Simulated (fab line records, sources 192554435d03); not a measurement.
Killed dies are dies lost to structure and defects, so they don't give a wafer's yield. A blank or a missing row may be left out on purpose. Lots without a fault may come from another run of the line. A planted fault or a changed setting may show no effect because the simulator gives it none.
fab line records | flow n5_finfet | part 1 of 2: steps 1 to 23 of 29
record lots=5 wafers=15 last_day=18
route steps=1938 shown MOL_CONTACT_COAG@583
lots that met no fault: from a run of the same line without faults
start_h: hours from the record's first day to the start of the lot's first wafer shown | wait_h: hours since the lot's step before | " the same as in the row above | L1.1+2: a row that stands for several wafers | - no value, or no start given | * or withheld: withheld | < > ~ a bound
route shown NAME@n: a module of which the file shows steps, and the number in the route of the first | usual: mean/standard deviation of fault-free wafers | same: alike in all rows | chamber/n: place in a boat | sites: the reading at each site | _std_site: their standard deviation | _edge_site: outer sites' mean less inner sites' | radius_mm: how far each site lies from the wafer's centre | mask NAME#n: copy n | behind: the tool/chamber that last shaped the wafer | hold: why the lot was held/for how many hours/how that ended | device: the transistor (n, p or np) that didn't switch | end of line: the same wafers' tests at the end of the route | a step without rows: its recipe alone | killed: dies lost to structure and defects at the first sort, not the wafer's yield | map: a wafer's dies, x killed, . not, _ none there
set.NAME: the setting as run; set.NAME@STEP: as run at that earlier step | model.NAME: the simulator's own value behind a step, which no gauge read
lots at some steps of the route; a table a step, a row a wafer
services: from which hour (start_h, from the record's first day; less than 0 if before it) a tool's chamber was out of use, for how many hours, and why
## steps
# step N5_MOL_CONTACT_COAG_STRIP_93
# recipe chemistry=N2/H2 temp_c=40 n2_flow_sccm=200 h2_flow_sccm=200 rf_frequency_hz=6e+07
# columns lot.wafer tool chamber start_h wait_h
L084.2+4+6 rie_diel-04 1,2,0 157.79 0.0
L085.1+3+5 rie_diel-01 1,0,3 166.42 0.0
L087.1+2+3 rie_diel-03 1,2,3 177.77 0.0
L089.1+3+6 rie_diel-04 0,1,0 186.51 0.0
L090.3+4+6 rie_diel-04 2,3,0 193.10 0.0
# step N5_MOL_CONTACT_COAG_ETCHBACK_135
# recipe chemistry=CHF3 target=SiO2 target_depth_a=250 time_s=16.7 ion_energy_ev=200 pressure_mtorr=30 source_w=610 bias_w=170 Ar_flow_sccm=200 CHF3_flow_sccm=50
# usual drypump_motor_current_A=5.7/0.43 oes_f_703_au=0.78/0.089 oes_product_au=0.79/0.094 rf_vpp_V=530/6.6 showerhead_plenum_p_Torr=2.40/0.077 throttle_valve_pct=18.72/0.2
# columns lot.wafer tool chamber start_h wait_h drypump_motor_current_A oes_f_703_au oes_product_au rf_hours_counter_h rf_vpp_V showerhead_plenum_p_Torr throttle_valve_pct
L084.2 rie_diel-04 1 157.80 0.0 5.3 0.67 0.68 241 528 2.26 18.90
L084.4 " 2 " " 5.4 0.87 0.88 29 535 2.33 18.69
L084.6 " 0 " " 6.0 0.92 0.94 - 535 2.44 18.86
L085.1 rie_diel-01 1 166.43 0.0 6.3 0.79 0.80 103 525 2.48 18.56
L085.3 " 0 " " 5.8 0.70 0.71 211 529 2.36 18.66
L085.5 " 3 " " 5.8 0.85 0.86 - 531 2.40 18.20
L087.1 rie_diel-03 1 177.78 0.0 6.4 0.78 0.78 100 529 2.49 18.80
L087.2 " 2 " " 5.5 0.71 0.71 180 544 2.37 18.87
L087.3 " 3 " " 5.9 0.74 0.74 163 525 2.38 18.98
L089.1 rie_diel-04 0 186.52 0.0 6.0 0.90 0.91 29 533 2.44 18.86
L089.3 " 1 " " 5.3 0.67 0.67 248 529 2.26 18.90
L089.6 " 0 " " 6.0 0.91 0.91 - 534 2.44 18.85
L090.3 rie_diel-04 2 193.11 0.0 5.4 0.84 0.88 38 535 2.32 18.71
L090.4 " 3 " " 5.9 0.70 0.70 - 525 2.46 18.66
L090.6 " 0 " " 6.0 0.90 0.92 - 535 2.44 18.87
# step N5_MOL_CONTACT_COAG_STRIP_118
# recipe chemistry=CHF3 resist=SiARC rf_frequency_hz=6e+07
# columns lot.wafer tool chamber start_h wait_h
L084.2+4+6 rie_diel-04 1,2,0 157.83 0.0
L085.1+3+5 rie_diel-01 1,0,3 166.45 0.0
L087.1+2+3 rie_diel-03 1,2,3 177.80 0.0
L089.1+3+6 rie_diel-04 0,1,0 186.54 0.0
L090.3+4+6 rie_diel-04 2,3,0 193.13 0.0
# step N5_MOL_CONTACT_COAG_VIA_ETCH_46
# recipe chemistry=C4F6/O2 target_depth_a=460 overetch_a=92 mask_material=SOC target=SiO2 bias_w=455 pressure_mtorr=10 time_s=40 source_w=325 Ar_flow_sccm=300 C4F6_flow_sccm=10 O2_flow_sccm=10 ion_energy_ev=575.3 ends=end_point
# usual C4F6_flow_sccm=10.00/0.031 drypump_motor_current_A=5.7/0.43 oes_f_703_au=0.78/0.089 oes_product_au=0.71/0.075 rf_vpp_V=1604/18 showerhead_plenum_p_Torr=2.86/0.091 throttle_valve_pct=41.0/0.38
# columns lot.wafer tool chamber start_h wait_h C4F6_flow_sccm drypump_motor_current_A oes_f_703_au oes_product_au rf_hours_counter_h rf_vpp_V showerhead_plenum_p_Torr throttle_valve_pct
L084.2 rie_diel-04 1 157.84 0.0 10.01 5.3 0.67 0.61 241 1598 2.70 40.7
L084.4 " 2 " " 9.98 5.4 0.86 0.80 29 1621 2.78 41.0
L084.6 " 0 " " 9.95 6.1 0.90 0.82 - 1617 2.91 41.7
L085.1 rie_diel-01 1 166.46 0.0 10.07 6.3 0.80 0.72 103 1593 2.96 41.1
L085.3 " 0 " " 10.03 5.8 0.69 0.64 211 1599 2.81 40.7
L085.5 " 3 " " 10.01 5.8 0.85 0.76 - 1612 2.87 40.3
L087.1 rie_diel-03 1 177.81 0.0 9.99 6.4 0.78 0.69 100 1597 2.97 40.7
L087.2 " 2 " " 10.00 5.5 0.71 0.65 180 1646 2.83 41.0
L087.3 " 3 " " 9.98 6.0 0.74 0.66 163 1586 2.84 41.4
L089.1 rie_diel-04 0 186.55 0.0 10.02 6.0 0.89 0.79 29 1616 2.91 41.7
L089.3 " 1 " " 10.04 5.3 0.66 0.60 248 1597 2.69 40.7
L089.6 " 0 " " 10.02 6.0 0.90 0.79 - 1617 2.91 41.7
L090.3 rie_diel-04 2 193.14 0.0 10.02 5.4 0.85 0.78 38 1618 2.78 41.0
L090.4 " 3 " " 9.93 5.9 0.69 0.64 - 1588 2.93 41.1
L090.6 " 0 " " 9.98 6.1 0.89 0.80 - 1617 2.91 41.7
# step N5_MOL_CONTACT_COAG_STRIP_96
# recipe chemistry=N2/H2 power_w=500 temp_c=40 pressure_mtorr=50 rf_frequency_hz=6e+07 overash_fraction=0.3 bias_power_w=28 h2_frac=0.5 n2_flow_sccm=300 h2_flow_sccm=300
# usual drypump_motor_current_A=5.7/0.43 oes_product_au=0.79/0.092 rf_vpp_V=122.2/1.3 showerhead_plenum_p_Torr=3.38/0.12 throttle_valve_pct=18.87/0.27
# columns lot.wafer tool chamber start_h wait_h drypump_motor_current_A oes_product_au rf_hours_counter_h rf_vpp_V showerhead_plenum_p_Torr throttle_valve_pct
L084.2 rie_diel-04 1 157.90 0.0 5.3 0.69 241 119.6 3.15 18.85
L084.4 " 2 " " 5.4 0.89 29 122.9 3.28 18.78
L084.6 " 0 " " 6.1 0.91 - 120.8 3.43 19.07
L085.1 rie_diel-01 1 166.53 0.0 6.3 0.79 103 123.0 3.53 19.11
L085.3 " 0 " " 5.8 0.70 211 123.3 3.31 18.60
L085.5 " 3 " " 5.8 0.85 - 120.8 3.40 18.52
L087.1 rie_diel-03 1 177.88 0.0 6.4 0.79 100 124.4 3.55 19.28
L087.2 " 2 " " 5.5 0.72 180 121.8 3.33 18.74
L087.3 " 3 " " 6.0 0.73 163 121.7 3.35 19.31
L089.1 rie_diel-04 0 186.62 0.0 6.1 0.91 29 121.4 3.43 19.06
L089.3 " 1 " " 5.3 0.68 248 121.5 3.15 18.88
L089.6 " 0 " " 6.1 0.90 - 122.7 3.43 19.05
L090.3 rie_diel-04 2 193.21 0.0 5.4 0.88 38 123.5 3.27 18.78
L090.4 " 3 " " 5.9 0.70 - 123.9 3.45 18.63
L090.6 " 0 " " 6.0 0.89 - 123.8 3.43 19.07
# step N5_MOL_CONTACT_COAG_ETCH_47
# recipe chemistry=CH3F/O2 target=SiNx target_depth_a=270 mask_material=SiO2 stop_on=W over_etch_frac=0.2 ion_energy_ev=120 endpoint=OES-CN pressure_mtorr=30 source_w=395 bias_w=73 Ar_flow_sccm=150 CH3F_flow_sccm=30 O2_flow_sccm=20 ends=end_point
# usual drypump_motor_current_A=5.7/0.43 etch_rf_on_time_s=31.2/0.74 oes_f_703_au=0.78/0.091 oes_product_au=0.71/0.083 rf_vpp_V=301/3.8 showerhead_plenum_p_Torr=2.02/0.068 throttle_valve_pct=16.35/0.2
# columns lot.wafer tool chamber start_h wait_h drypump_motor_current_A etch_rf_on_time_s oes_f_703_au oes_product_au rf_hours_counter_h rf_vpp_V showerhead_plenum_p_Torr throttle_valve_pct
L084.2 rie_diel-04 1 157.94 0.0 5.3 31.9 0.66 0.60 241 299 1.89 16.52
L084.4 " 2 " " 5.4 31.3 0.86 0.79 29 303 1.95 16.27
L084.6 " 0 " " 6.0 29.8 0.92 0.83 - 304 2.05 16.42
L085.1 rie_diel-01 1 166.57 0.0 6.3 31.4 0.79 0.71 103 297 2.09 16.23
L085.3 " 0 " " 5.8 32.1 0.69 0.63 211 301 1.98 16.31
L085.5 " 3 " " 5.8 30.4 0.85 0.76 - 303 2.02 15.85
L087.1 rie_diel-03 1 177.92 0.0 6.4 31.1 0.77 0.70 101 299 2.10 16.41
L087.2 " 2 " " 5.5 31.9 0.70 0.64 180 309 1.99 16.48
L087.3 " 3 " " 5.9 30.9 0.74 0.67 163 296 2.00 16.59
L089.1 rie_diel-04 0 186.66 0.0 6.0 29.9 0.91 0.82 29 304 2.05 16.43
L089.3 " 1 " " 5.3 31.7 0.66 0.60 248 300 1.89 16.55
L089.6 " 0 " " 6.0 30.0 0.91 0.81 - 303 2.05 16.44
L090.3 rie_diel-04 2 193.25 0.0 5.3 31.3 0.85 0.78 38 303 1.95 16.28
L090.4 " 3 " " 5.9 31.5 0.69 0.63 - 297 2.07 16.32
L090.6 " 0 " " 6.0 29.8 0.90 0.81 - 303 2.05 16.44
# step N5_MOL_CONTACT_COAG_STRIP_119
# recipe chemistry=N2/H2 time_s=30 power_w=1000 temp_c=250 pressure_mtorr=withheld n2_flow_sccm=1750 h2_flow_sccm=3250
# usual drypump_motor_current_A=5.7/0.55 heater_power_w=352/16
# columns lot.wafer tool chamber start_h wait_h drypump_motor_current_A heater_power_w rf_hours_counter_h
L084.2 plasma_asher-02 0 158.02 0.1 6.1 369 57
L084.4 " 0 " " 6.1 361 -
L084.6 " 0 " " 6.0 357 -
L085.1 plasma_asher-01 0 166.65 0.1 5.3 357 107
L085.3 " 0 " " 5.3 348 -
L085.5 " 0 " " 5.3 353 -
L087.1 plasma_asher-01 0 178.00 0.1 5.3 361 109
L087.2 " 1 " " 6.5 323 109
L087.3 " 1 " " 6.5 320 -
L089.1 plasma_asher-02 1 186.74 0.1 5.1 362 63
L089.3 " 1 " " 5.1 362 -
L089.6 " 1 " " 5.1 361 -
L090.3 plasma_asher-02 0 193.35 0.1 6.0 372 -
L090.4 " 1 " " 5.1 358 -
L090.6 " 1 " " 5.1 353 -
# step N5_MOL_CONTACT_COAG_PRECLEAN_144
# recipe chemistry=alkaline_clean temp_c=60 time_s=60 do_ppb=50
# columns lot.wafer tool chamber start_h wait_h
L084.2+4+6 wet_bench-02 1,4,7 158.11 0.1
L085.1+3+5 wet_bench-01 5,3,2 166.73 0.1
L087.1+2+3 wet_bench-01 2,7,1 178.09 0.1
L089.1+3+6 wet_bench-02 0,3,4 186.83 0.1
L090.3+4+6 wet_bench-02 7,3,4 193.42 0.0
# step N5_MOL_CONTACT_COAG_SRD_145
# recipe dry=ipa_marangoni time_s=30 temp_c=23 rinse_liquid=diw
# columns lot.wafer tool chamber start_h wait_h
L084.2+4+6 wet_bench-02 1,4,7 158.13 0.0
L085.1+3+5 wet_bench-01 5,3,2 166.75 0.0
L087.1+2+3 wet_bench-01 2,7,1 178.13 0.0
L089.1+3+6 wet_bench-02 0,3,4 186.85 0.0
L090.3+4+6 wet_bench-02 7,3,4 193.44 0.0
# step N5_MOL_CONTACT_COAG_CD_MEAS_137
# recipe target_cd_nm=16
# usual cd_nm=15.89/0.29
# columns lot.wafer tool chamber start_h wait_h cd_nm
L084.2 cd_sem-03 - 158.17 0.0 15.56
L084.4 " - " " 15.43
L084.6 " - " " 15.58
L085.1 cd_sem-03 - 166.79 0.0 15.47
L085.3 " - " " 16.20
L085.5 " - " " 16.04
L087.1 cd_sem-03 - 178.18 0.0 15.77
L087.2 " - " " 15.54
L087.3 " - " " 16.00
L089.1 cd_sem-01 - 186.89 0.0 15.42
L089.3 " - " " 16.39
L089.6 " - " " 15.65
L090.3 cd_sem-02 - 193.49 0.0 15.61
L090.4 " - " " 16.19
L090.6 " - " " 15.84
# step N5_MOL_CONTACT_COAG_COAT_62
# recipe resist=SOC temp_c=250 time_s=60 spin_rpm=1500 resist_thk_nm=60
# columns lot.wafer tool chamber start_h wait_h
L084.2+4+6 litho_track-02 0 158.21 0.0
L085.1+3+5 litho_track-02 0 166.83 0.0
L087.1+2+3 litho_track-02 0 178.22 0.0
L089.1+3+6 litho_track-01 0 186.92 0.0
L090.3+4+6 litho_track-02 0 193.52 0.0
# step N5_MOL_CONTACT_COAG_COAT_63
# recipe resist=SiARC temp_c=220 time_s=60 spin_rpm=1500 resist_thk_nm=10
# columns lot.wafer tool chamber start_h wait_h
L084.2+4+6 litho_track-02 0 - -
L085.1+3+5 litho_track-02 0 - -
L087.1+2+3 litho_track-02 0 - -
L089.1+3+6 litho_track-01 0 - -
L090.3+4+6 litho_track-02 0 - -
# step N5_MOL_CONTACT_COAG_COAT_64
# recipe resist=underlayer temp_c=205 time_s=60 spin_rpm=1500 resist_thk_nm=10
# columns lot.wafer tool chamber start_h wait_h
L084.2+4+6 litho_track-02 0 - -
L085.1+3+5 litho_track-02 0 - -
L087.1+2+3 litho_track-02 0 - -
L089.1+3+6 litho_track-01 0 - -
L090.3+4+6 litho_track-02 0 - -
# step N5_MOL_CONTACT_COAG_COAT_34
# recipe resist=CAR-EUV spin_rpm=1500 resist_thk_nm=40
# columns lot.wafer tool chamber start_h wait_h
L084.2+4+6 litho_track-02 0 - -
L085.1+3+5 litho_track-02 0 - -
L087.1+2+3 litho_track-02 0 - -
L089.1+3+6 litho_track-01 0 - -
L090.3+4+6 litho_track-02 0 - -
# step N5_MOL_CONTACT_COAG_EBR_36
# recipe solvent=PGMEA ebr_width_mm=1.5
# columns lot.wafer tool chamber start_h wait_h
L084.2+4+6 litho_track-02 0 - -
L085.1+3+5 litho_track-02 0 - -
L087.1+2+3 litho_track-02 0 - -
L089.1+3+6 litho_track-01 0 - -
L090.3+4+6 litho_track-02 0 - -
# step N5_MOL_CONTACT_COAG_SOFTBAKE_35
# recipe temp_c=110 time_s=60 resist=CAR-EUV
# columns lot.wafer tool chamber start_h wait_h
L084.2+4+6 litho_track-02 0 - -
L085.1+3+5 litho_track-02 0 - -
L087.1+2+3 litho_track-02 0 - -
L089.1+3+6 litho_track-01 0 - -
L090.3+4+6 litho_track-02 0 - -
# step N5_MOL_CONTACT_COAG_EXPOSE_37
# recipe mask_id=VD na=0.33 source_shape=annular sigma_inner=0.3 sigma_outer=0.7 polarization=unpolarized defocus_nm=0 dose_mj=62
# usual focus_offset_nm=0.0/0.47
# columns lot.wafer tool chamber start_h wait_h mask focus_offset_nm
L084.2 euv_scanner-02 0 158.35 - VD#0 0.7
L084.4 " 0 " " VD#0 -0.8
L084.6 " 0 " " VD#0 0.3
L085.1 euv_scanner-01 0 167.09 - VD#0 0.1
L085.3 " 0 " " VD#0 -0.2
L085.5 " 0 " " VD#0 0.3
L087.1 euv_scanner-02 0 178.36 - VD#0 -0.5
L087.2 " 0 " " VD#0 -0.2
L087.3 " 0 " " VD#0 0.0
L089.1 euv_scanner-02 0 187.18 - VD#0 0.4
L089.3 " 0 " " VD#0 0.4
L089.6 " 0 " " VD#0 0.6
L090.3 euv_scanner-01 0 193.80 - VD#0 0.4
L090.4 " 0 " " VD#0 0.2
L090.6 " 0 " " VD#0 0.6
# step N5_MOL_CONTACT_COAG_PEB_38
# recipe peb_temp_c=100 peb_time_s=60 resist=CAR-EUV
# columns lot.wafer tool chamber start_h wait_h
L084.2+4+6 litho_track-02 0 158.42 0.1
L085.1+3+5 litho_track-02 0 167.17 0.1
L087.1+2+3 litho_track-03 0 178.44 0.1
L089.1+3+6 litho_track-02 0 187.26 0.1
L090.3+4+6 litho_track-03 0 193.86 0.1
# step N5_MOL_CONTACT_COAG_DEVELOP_39
# recipe develop_time_s=30 developer=TMAH resist=CAR-EUV rinse_liquid=surfactant_rinse dry=air_spin dev_temp_c=23
# columns lot.wafer tool chamber start_h wait_h
L084.2+4+6 litho_track-02 0 - -
L085.1+3+5 litho_track-02 0 - -
L087.1+2+3 litho_track-03 0 - -
L089.1+3+6 litho_track-02 0 - -
L090.3+4+6 litho_track-03 0 - -
# step N5_MOL_CONTACT_COAG_CD_MEAS_40
# recipe target_cd_nm=25.1 landing_energy_ev=500 detector=se_inlens polarity=opening
# usual cd_nm=25.17/0.25
# columns lot.wafer tool chamber start_h wait_h cd_nm
L084.2 cd_sem-02 0 158.49 - 25.37
L084.4 " 0 " " 25.38
L084.6 " 0 " " 25.10
L085.1 cd_sem-03 0 167.24 - 25.46
L085.3 " 0 " " 24.91
L085.5 " 0 " " 25.11
L087.1 cd_sem-03 0 178.50 - 24.60
L087.2 " 0 " " 25.23
L087.3 " 0 " " 25.29
L089.1 cd_sem-03 0 187.33 - 24.90
L089.3 " 0 " " 24.78
L089.6 " 0 " " 25.05
L090.3 cd_sem-02 0 193.93 - 24.97
L090.4 " 0 " " 25.32
L090.6 " 0 " " 25.53
# step N5_MOL_CONTACT_COAG_OVL_MEAS_41
# recipe points_per_wafer=522
# usual VD_OVL=-0.1/0.76
# columns lot.wafer tool chamber start_h wait_h VD_OVL[nm]
L084.2 overlay-01 0 158.52 0.0 -0.1
L084.4 " 0 " " 0.1
L084.6 " 0 " " 0.0
L085.1 overlay-01 0 167.27 0.0 -0.4
L085.3 " 0 " " -0.2
L085.5 " 0 " " 0.2
L087.1 overlay-01 0 178.53 0.0 0.5
L087.2 " 0 " " 0.8
L087.3 " 0 " " -0.4
L089.1 overlay-01 0 187.36 0.0 1.6
L089.3 " 0 " " 1.6
L089.6 " 0 " " -0.2
L090.3 overlay-01 0 193.97 0.0 -1.6
L090.4 " 0 " " -1.4
L090.6 " 0 " " -1.3
# step N5_MOL_CONTACT_COAG_INSPECT_42
# recipe mode=adi inspect_instrument=brightfield
# usual raw_defect_count=187/55
# columns lot.wafer tool chamber start_h wait_h raw_defect_count
L084.2 defect_inspect-02 - 158.58 0.0 145
L084.4 " - " " 138
L084.6 " - " " 137
L085.1 defect_inspect-02 - 167.33 0.1 170
L085.3 " - " " 200
L085.5 " - " " 223
L087.1 defect_inspect-01 - 178.59 0.1 246
L087.2 " - " " 323
L087.3 " - " " 166
L089.1 defect_inspect-02 - 187.42 0.1 188
L089.3 " - " " 170
L089.6 " - " " 187
L090.3 defect_inspect-01 - 194.02 0.0 336
L090.4 " - " " 229
L090.6 " - " " 225
# step N5_MOL_CONTACT_COAG_DESCUM_45
# recipe chemistry=O2 time_s=7 source_power_w=50 bias_power_w=20 pressure_mtorr=20 rf_frequency_hz=2.712e+07 temp_c=40 resist=CAR-EUV o2_flow_sccm=225
# usual drypump_motor_current_A=5.7/0.49 oes_product_au=0.77/0.069 rf_vpp_V=243.3/1.3 showerhead_plenum_p_Torr=2.11/0.066 throttle_valve_pct=20.47/0.22
# columns lot.wafer tool chamber start_h wait_h drypump_motor_current_A oes_product_au rf_hours_counter_h rf_vpp_V showerhead_plenum_p_Torr throttle_valve_pct
L084.2 rie_diel-03 2 158.61 0.0 5.4 0.71 176 241.7 2.10 20.62
L084.4 " 0 " " 4.7 0.76 158 240.6 2.02 20.68
L084.6 " 2 " " 5.5 0.71 - 244.4 2.10 20.63
L085.1 rie_diel-04 2 167.36 0.0 5.4 0.89 32 241.5 2.03 20.35
L085.3 " 0 " " 6.0 0.91 24 243.6 2.13 20.47
L085.5 " 0 " " 6.0 0.91 - 243.1 2.13 20.46
L087.1 rie_diel-03 1 178.63 0.0 6.4 0.78 101 245.3 2.20 20.53
L087.2 " 3 " " 5.9 0.74 163 243.0 2.09 20.72
L087.3 " 0 " " 4.8 0.76 164 242.6 2.02 20.70
L089.1 rie_diel-01 3 187.61 0.2 5.8 0.84 60 243.7 2.12 19.95
L089.3 " 0 " " 5.8 0.72 217 241.9 2.07 20.34
L089.6 " 3 " " 5.8 0.84 - 244.1 2.12 19.96
L090.3 rie_diel-01 2 194.10 0.1 5.1 0.67 244 245.0 2.06 20.69
L090.4 " 0 " " 5.8 0.70 218 243.7 2.07 20.32
L090.6 " 3 " " 5.8 0.83 - 243.6 2.12 19.98
